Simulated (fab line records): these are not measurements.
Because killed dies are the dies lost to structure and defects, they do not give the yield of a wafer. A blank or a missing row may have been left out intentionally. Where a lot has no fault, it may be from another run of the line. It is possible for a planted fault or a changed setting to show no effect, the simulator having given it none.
What tool caused it? || flow nand harc || 6 lots, 18 wafers sampled, at 2 steps of a route of 1159

## WHAT THE GAUGES SHOWED, per wafer
NHARC_A_CONTACT_CD_MEAS_42 targets a cd of 200 nm.
{"lot": "L631", "measured": "day 16 15:19", "on": "cd sem-02", "cd nm (nm)": "200.3 199.8 200.4"}
{"lot": "L630", "measured": "day 16 22:37", "on": "cd sem-02", "cd nm (nm)": "200.2 200.3 200.2"}
{"lot": "L635", "measured": "day 18 11:25", "on": "cd sem-01", "cd nm (nm)": "200.1 200.1 199.3"}
{"lot": "L649", "measured": "day 20 19:41", "on": "cd sem-01", "cd nm (nm)": "185.0 185.7 185.3"}
{"lot": "L646", "measured": "day 21 16:13", "on": "cd sem-03", "cd nm (nm)": "190.1 190.8 190.1"}
{"lot": "L650", "measured": "day 21 23:03", "on": "cd sem-03", "cd nm (nm)": "200.4 199.8 199.6"}

## WHAT TOOL EACH LOT RAN ON (gives the tool, then ch and the chambers of the sampled wafers, and finally the start)
{"lot": "L631", "NHARC_A_CONTACT_EXPOSE_39": "arfi scanner-02 ch 0, day 16 15:10"}
{"lot": "L630", "NHARC_A_CONTACT_EXPOSE_39": "arfi scanner-01 ch 0, day 16 22:29"}
{"lot": "L635", "NHARC_A_CONTACT_EXPOSE_39": "arfi scanner-03 ch 0, day 18 11:16"}
{"lot": "L649", "NHARC_A_CONTACT_EXPOSE_39": "arfi scanner-02 ch 0, day 20 19:33"}
{"lot": "L646", "NHARC_A_CONTACT_EXPOSE_39": "arfi scanner-02 ch 0, day 21 16:05"}
{"lot": "L650", "NHARC_A_CONTACT_EXPOSE_39": "arfi scanner-01 ch 0, day 21 22:55"}
- NHARC_A_CONTACT_EXPOSE_39: exposes mask A CC 3.

## THE ANSWER, worked out from the rows above alone
Rule: the lots themselves supply what counts as usual. Put in order of their means at a reading, lots are off if they are a third of the lots or fewer, leave a main group of 4 or more, and stand apart from it by a gap of 3 or more times the standard deviation of the main group's means; of several such gaps the widest counts. A main group whose means are all the same, to the digits that the tables above print for the reading, isn't used. Also off: a lot with no number at a reading for which 4 or more lots have one. All remaining lots with rows at the step are treated as sound.
Off, at NHARC_A_CONTACT_CD_MEAS_42 on cd nm: L649, L646. Mean 200.0 nm and standard deviation 0.16 in the main group.
If a tool, at a process step before that reading, ran all the lots that are off and no sound lot after the first of them, it fits. Those tools and the gauges at NHARC_A_CONTACT_CD_MEAS_42 are tried in the same way. One fits: NHARC_A_CONTACT_EXPOSE_39 on arfi scanner-02. A fault onset in the window from L631 (day 16 15:10, its last sound lot) to L649 (day 20 19:33, its first lot off) fits.

## WHAT THE SIMULATOR HAD PUT IN
Process parameter drift: arfi scanner-02, from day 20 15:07 on, at NHARC_A_CONTACT_EXPOSE_39. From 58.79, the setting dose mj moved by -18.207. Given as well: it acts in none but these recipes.
Shown lots that were struck: L649, L646. This agrees with what the rule above found.
